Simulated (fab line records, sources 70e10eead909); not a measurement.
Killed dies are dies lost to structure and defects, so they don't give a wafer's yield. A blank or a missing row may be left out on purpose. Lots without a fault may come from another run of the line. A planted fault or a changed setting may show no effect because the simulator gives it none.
A struck lot beside a sound one | flow nand_harc | 28 steps out of a route of 1302
Sound: wafers L232.3, L232.4, L232.6. Struck: wafer L242.2. (L242.5, L242.6 of the same lot were not struck and are left out.) The cause comes at the end.
At each step with rows: each side's tool, then ch and its chambers, then its first start. Under that, the readings that differ: sound wafers | struck wafers | difference of the means | sigmas: that difference in standard deviations of wafers without a fault.
alike: readings whose means differ by less than 2 such deviations, and words and numbers that are the same on both sides. not compared: withheld readings, readings that some wafer has no value for, bounds like >300 that may hide the same value, and numbers for which the record gives no deviation and whose values overlap.
The two part at a step that has a row with sigmas, a row that says differs or no value, or rows on one side only. Numbers that don't overlap but have no deviation are shown without sigmas and don't part them. A reading that every wafer of one side lacks parts them only if that side has two wafers or more.

first, 5 steps without rows for these wafers: NHARC_P_GATE_STRIP_15 (strips in SPM, time 780 s); NHARC_P_GATE_PRECLEAN_71 (cleans in SC1); NHARC_P_GATE_SRD_72; NHARC_P_GATE_OXIDE_16 (material SiO2, target thk 3 nm, ox time 392 s); NHARC_P_GATE_CVD_17 (deposits poly-Si, target thk 150 nm, time 900 s).
NHARC_P_GATE_HM_DEP_102: deposits aC, target thk 120 nm.
  sound on acl_dep-03 ch 0, day 6 17:06; struck on acl_dep-02 ch 0, day 10 22:22
  alike: throttle_valve_pct
NHARC_P_GATE_DEP_103: deposits SiON, target thk 30 nm.
  sound on pecvd-02 ch 0,1,2, day 6 17:36; struck on pecvd-04 ch 1, day 10 22:56
  alike: heater_power_w
then, 5 steps without rows for these wafers: NHARC_P_GATE_DEHYDRATE_18 (time 120 s); NHARC_P_GATE_HMDS_19 (time 30 s); NHARC_P_GATE_COAT_20 (resist thk 90 nm); NHARC_P_GATE_SOFTBAKE_21 (time 55 s); NHARC_P_GATE_EBR_22.
NHARC_P_GATE_EXPOSE_23: exposes mask P GATE, target cd 120 nm.
  sound on arfi_scanner-01 ch 0, day 6 18:07; struck on arfi_scanner-03 ch 0, day 10 23:28
  alike: mask
then, 2 steps without rows for these wafers: NHARC_P_GATE_PEB_24 (peb time 65 s); NHARC_P_GATE_DEVELOP_25 (develop time 35 s).
NHARC_P_GATE_CD_MEAS_26: target cd 120 nm.
  sound on cd_sem-03 ch 0, day 6 18:15; struck on cd_sem-01 ch 0, day 10 23:37
  reading    | sound             | struck | difference | sigmas
  cd_nm (nm) | 120.3 120.0 120.1 | 92.9   | -27.2      | -35
NHARC_P_GATE_OVL_MEAS_27:
  sound on overlay-02, day 6 18:20; struck on overlay-01, day 10 23:42
  alike: overlay_x_nm, overlay_y_nm
NHARC_P_GATE_INSPECT_28:
  sound on defect_inspect-01, day 6 18:22; struck on defect_inspect-01, day 10 23:44
  alike: raw_defect_count
NHARC_P_GATE_DESCUM_31: chemistry O2, time 3 s.
  sound on rie_diel-09 ch 1,3, day 6 18:26; struck on rie_diel-13 ch 0, day 10 23:49
  reading                     | sound             | struck | difference | sigmas
  drypump_motor_current_A (A) | 6.3 6.2 6.3       | 4.8    | -1.5       | -3
  oes_product_au (a.u.)       | 1.014 0.991 1.025 | 0.986  | -0.024     | -2
  model.P_GATE.cd_nm (nm)     | 120.9 119.1 120.4 | 92.83  | -27.30     |
  alike: chamber_pressure_mTorr, rf_vpp_V, showerhead_plenum_p_Torr, throttle_valve_pct
  not compared: rf_hours_counter_h
NHARC_P_GATE_ETCH_104: etches the open film in CF4/CHF3, target depth 60 nm.
  sound on rie_diel-09 ch 0,2,3, day 6 18:31; struck on rie_diel-13 ch 0, day 10 23:53
  reading                     | sound             | struck | difference | sigmas
  drypump_motor_current_A (A) | 5.9 5.8 6.2       | 4.8    | -1.2       | -2
  oes_product_au (a.u.)       | 0.909 0.935 0.921 | 0.971  | +0.049     | +2
  alike: chamber_pressure_mTorr, rf_vpp_V, showerhead_plenum_p_Torr, throttle_valve_pct
NHARC_P_GATE_HM_OPEN_105: chemistry O2/COS, target depth 360 nm.
  sound on rie_diel-09 ch 0,1,3; struck on rie_diel-13 ch 1
  reading                        | sound                | struck | difference | sigmas
  chamber_pressure_mTorr (mTorr) | 20.009 19.999 19.991 | 19.961 | -0.039     | -2
  alike: drypump_motor_current_A, oes_product_au, rf_vpp_V, showerhead_plenum_p_Torr, throttle_valve_pct
  not compared: rf_hours_counter_h
then, 2 steps without rows for these wafers: NHARC_P_GATE_STRIP_106 (strips in O2/COS); NHARC_P_GATE_ETCH_114 (etches the open film in CF4/O2, target depth 30 nm, overetch 3 nm, time 16.5 s).
NHARC_P_GATE_ETCH_32: etches the open film in HBr/Cl2, target depth 150 nm, time 100.1 s.
  sound on rie_si-02 ch 0,2, day 6 18:53; struck on rie_si-02 ch 1, day 11 00:16
  reading                 | sound         | struck | difference | sigmas
  model.P_GATE.cd_nm (nm) | 119 119 118.9 | 94.52  | -24.45     |
  alike: chamber_pressure_mTorr, drypump_motor_current_A, mfc_cl2_sccm, oes_product_au, throttle_valve_pct
  not compared: rf_hours_counter_h
NHARC_P_GATE_STRIP_108: strips in O2.
  sound on rie_diel-13 ch 0,2, day 6 19:04; struck on rie_diel-09 ch 3, day 11 00:28
  reading                         | sound          | struck | difference | sigmas
  showerhead_plenum_p_Torr (Torr) | 3.71 3.60 3.71 | 3.30   | -0.37      | -3
  alike: chamber_pressure_mTorr, drypump_motor_current_A, oes_product_au, rf_vpp_V, throttle_valve_pct
  not compared: rf_hours_counter_h
NHARC_P_GATE_CD_MEAS_33:
  sound on cd_sem-03, day 6 19:14; struck on cd_sem-01, day 11 00:35
  reading    | sound       | struck | difference | sigmas
  cd_nm (nm) | 120 119 120 | 95     | -25        | -7
then, 1 step without rows for these wafers: NHARC_P_GATE_STRIP_35 (strips in SPM, time 600 s).
-- the record jumps here: 19 days lie between the struck wafers' starts before and after (it left off in module P_GATE and takes up again in module END, whose first step shown is number 1302 of the route) --
NHARC_END_SORT_01:
  sound on prober-01 ch 0, day 26 20:50; struck on prober-02 ch 0, day 30 08:35
  reading             | sound    | struck | difference | sigmas
  killed_at_periphery | 3 7 4    | 543    | +538       | +99 or more
  killed_dies         | 95 84 84 | 591    | +503       | +28
  alike: killed_at_array, killed_at_other, killed_open, killed_short

WHERE THEY PART
First at NHARC_P_GATE_CD_MEAS_26; last, within this record, at NHARC_END_SORT_01.

WHY: what the simulator had put in
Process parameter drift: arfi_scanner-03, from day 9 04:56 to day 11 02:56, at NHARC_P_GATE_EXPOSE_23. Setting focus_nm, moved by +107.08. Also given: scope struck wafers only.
